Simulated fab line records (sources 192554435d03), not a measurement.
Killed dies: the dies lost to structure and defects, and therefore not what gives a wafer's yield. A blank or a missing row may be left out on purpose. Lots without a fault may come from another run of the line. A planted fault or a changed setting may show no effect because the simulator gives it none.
Split-lot trial / flow n5 finfet / route with 1938 steps; 7 lots, 21 wafers read

SPLIT DETAILS
At N5_BEOL_M11_COAT_63 (time 60 s, resist thk 100 nm), the setting spin rpm was moved away from the recipe's 1500 rpm on 8 of the 21 wafers read, by -9.2% to +4.7%. For the rest of the wafers, this setting stayed at what the recipe calls for.

FROM THE SPLIT TO THE READING: what the file shows between them, 8 steps
- N5_BEOL_M11_EXPOSE_25: exposes mask V10 (also split here: dose mj)
- N5_BEOL_M11_PEB_26: peb time 60 s
- N5_BEOL_M11_DEVELOP_27: develop time 30 s
- N5_BEOL_M11_CD_MEAS_28: target cd 70 nm
- N5_BEOL_M11_DESCUM_33: chemistry O2, time 7.9 s
- N5_BEOL_M11_ETCH_65: etches SiARC in CF4, target depth 39 nm, time 65 s
- N5_BEOL_M11_ETCH_66: etches SOC in N2/H2, target depth 120 nm, overetch 24 nm, time 180 s
- N5_BEOL_M11_STRIP_69: strips in N2/H2

THE READING
SOC_of_BEOL_M11_COAT_63.thk nm (the simulator's own value, which no gauge read), in nm, at N5_BEOL_M11_VIA_ETCH_34 (etches SiCOH lowk in C4F6/O2, target depth 184.5 nm, time 69.2 s). There is no usual value for it anywhere in the file. Here, 13 wafers ran the recipe; their average is 92.0 nm with a standard deviation of 0.26 nm.

wafer=L076.3; tool, chamber at the split=litho track-04, 0; spin rpm as run, rpm=1571; against the recipe=+4.7%; SOC_of_BEOL_M11_COAT_63.thk nm, nm=89.2; against lot-mates on the recipe=-2.6
wafer=L076.4; tool, chamber at the split=litho track-04, 0; spin rpm as run, rpm=1571; against the recipe=+4.7%; SOC_of_BEOL_M11_COAT_63.thk nm, nm=89.6; against lot-mates on the recipe=-2.2
wafer=L076.6; tool, chamber at the split=litho track-04, 0; spin rpm as run, rpm=1500; against the recipe=recipe; SOC_of_BEOL_M11_COAT_63.thk nm, nm=91.8; against lot-mates on the recipe=-
wafer=L090.1; tool, chamber at the split=litho track-01, 0; spin rpm as run, rpm=1500; against the recipe=recipe; SOC_of_BEOL_M11_COAT_63.thk nm, nm=92.2; against lot-mates on the recipe=-
wafer=L090.2; tool, chamber at the split=litho track-01, 0; spin rpm as run, rpm=1362; against the recipe=-9.2%; SOC_of_BEOL_M11_COAT_63.thk nm, nm=96.6; against lot-mates on the recipe=+4.4
wafer=L090.3; tool, chamber at the split=litho track-01, 0; spin rpm as run, rpm=1362; against the recipe=-9.2%; SOC_of_BEOL_M11_COAT_63.thk nm, nm=97; against lot-mates on the recipe=+4.8
wafer=L094.2; tool, chamber at the split=litho track-01, 0; spin rpm as run, rpm=1551; against the recipe=+3.4%; SOC_of_BEOL_M11_COAT_63.thk nm, nm=90.8; against lot-mates on the recipe=-1.6
wafer=L094.6; tool, chamber at the split=litho track-01, 0; spin rpm as run, rpm=1551; against the recipe=+3.4%; SOC_of_BEOL_M11_COAT_63.thk nm, nm=90.8; against lot-mates on the recipe=-1.6
wafer=L094.3; tool, chamber at the split=litho track-01, 0; spin rpm as run, rpm=1500; against the recipe=recipe; SOC_of_BEOL_M11_COAT_63.thk nm, nm=92.4; against lot-mates on the recipe=-
wafer=L092.1; tool, chamber at the split=litho track-04, 0; spin rpm as run, rpm=1500; against the recipe=recipe; SOC_of_BEOL_M11_COAT_63.thk nm, nm=91.8; against lot-mates on the recipe=-
wafer=L092.6; tool, chamber at the split=litho track-04, 0; spin rpm as run, rpm=1500; against the recipe=recipe; SOC_of_BEOL_M11_COAT_63.thk nm, nm=91.8; against lot-mates on the recipe=-
wafer=L092.5; tool, chamber at the split=litho track-04, 0; spin rpm as run, rpm=1500; against the recipe=recipe; SOC_of_BEOL_M11_COAT_63.thk nm, nm=92.2; against lot-mates on the recipe=-
wafer=L091.1; tool, chamber at the split=litho track-04, 0; spin rpm as run, rpm=1500; against the recipe=recipe; SOC_of_BEOL_M11_COAT_63.thk nm, nm=92.2; against lot-mates on the recipe=-
wafer=L091.3; tool, chamber at the split=litho track-04, 0; spin rpm as run, rpm=1500; against the recipe=recipe; SOC_of_BEOL_M11_COAT_63.thk nm, nm=92.2; against lot-mates on the recipe=-
wafer=L091.6; tool, chamber at the split=litho track-04, 0; spin rpm as run, rpm=1500; against the recipe=recipe; SOC_of_BEOL_M11_COAT_63.thk nm, nm=92.2; against lot-mates on the recipe=-
wafer=L095.4; tool, chamber at the split=litho track-01, 0; spin rpm as run, rpm=1500; against the recipe=recipe; SOC_of_BEOL_M11_COAT_63.thk nm, nm=91.8; against lot-mates on the recipe=-
wafer=L095.6; tool, chamber at the split=litho track-01, 0; spin rpm as run, rpm=1500; against the recipe=recipe; SOC_of_BEOL_M11_COAT_63.thk nm, nm=91.8; against lot-mates on the recipe=-
wafer=L095.5; tool, chamber at the split=litho track-01, 0; spin rpm as run, rpm=1500; against the recipe=recipe; SOC_of_BEOL_M11_COAT_63.thk nm, nm=91.6; against lot-mates on the recipe=-
wafer=L096.1; tool, chamber at the split=litho track-05, 0; spin rpm as run, rpm=1544; against the recipe=+2.9%; SOC_of_BEOL_M11_COAT_63.thk nm, nm=90.2; against lot-mates on the recipe=-1.4
wafer=L096.3; tool, chamber at the split=litho track-05, 0; spin rpm as run, rpm=1544; against the recipe=+2.9%; SOC_of_BEOL_M11_COAT_63.thk nm, nm=90.6; against lot-mates on the recipe=-1.0
wafer=L096.4; tool, chamber at the split=litho track-05, 0; spin rpm as run, rpm=1500; against the recipe=recipe; SOC_of_BEOL_M11_COAT_63.thk nm, nm=91.6; against lot-mates on the recipe=-

FIT RESULTS
A straight line over all 21 wafers: SOC_of_BEOL_M11_COAT_63.thk nm changes by -0.513 nm for each +1% of spin rpm; r = -0.99; the points scatter about the line by 0.31 nm.
The same after taking each lot's own level away (the mean of its wafers on the recipe; 21 wafers): -0.493 nm for each +1%; r = -1.00; scatter 0.16 nm.
That fit puts the effect of the largest move of spin rpm on the reading at 4.5 nm.
Measured against the standard deviation above, the lots' own levels, which go from 91.60 to 92.40 nm, span 3.1 times it.
The two slopes agree, so the slope changes little with the lot-to-lot level.
Check: +4.67 nm against its lot-mates is what the line predicts for one of the wafers moved furthest among these (-9.2%) when that wafer is left out of the fit. Against them it came out at +4.4 nm.

ADDITIONAL SPLITS CARRIED BY THESE WAFERS
Other splits were also applied to these wafers ahead of the reading. Each is held against what the fit with the lots' levels taken away leaves over:
other split on the same wafers=N5_BEOL_M10_TRENCH_ETCH_37 time s; wafers away from the commonest value=6; r with SOC_of_BEOL_M11_COAT_63.thk nm (lot level and that fit taken away)=-0.03
other split on the same wafers=N5_BEOL_M10_ALD_74 ald cycles; wafers away from the commonest value=5; r with SOC_of_BEOL_M11_COAT_63.thk nm (lot level and that fit taken away)=-0.22
other split on the same wafers=N5_BEOL_M11_EXPOSE_25 dose mj; wafers away from the commonest value=8; r with SOC_of_BEOL_M11_COAT_63.thk nm (lot level and that fit taken away)=+0.11

THE WHOLE CHAIN: every reading that the file lists as answering this split, in the file's order
step=N5_BEOL_M11_COAT_63; what it does=time 60 s, resist thk 100 nm; reading=SOC_of_BEOL_M11_COAT_63.thk nm (the simulator's own value, which no gauge read); change (the file's fit)=-0.508 nm for each +1% of the setting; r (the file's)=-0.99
step=N5_BEOL_M11_ETCH_66; what it does=etches SOC in N2/H2, target depth 120 nm, overetch 24 nm, time 180 s; reading=etch.depth nm (the simulator's own value, which no gauge read); change (the file's fit)=-0.502 nm for each +1% of the setting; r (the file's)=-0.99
step=N5_BEOL_M11_VIA_ETCH_34; what it does=etches SiCOH lowk in C4F6/O2, target depth 184.5 nm, time 69.2 s; reading=SOC_of_BEOL_M11_COAT_63.thk nm (the simulator's own value, which no gauge read); change (the file's fit)=-0.492 nm for each +1% of the setting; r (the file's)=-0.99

THE FILE'S OWN FIT
SOC_of_BEOL_M11_COAT_63.thk nm changes by -0.492 nm for each +1% of spin rpm, r = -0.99.
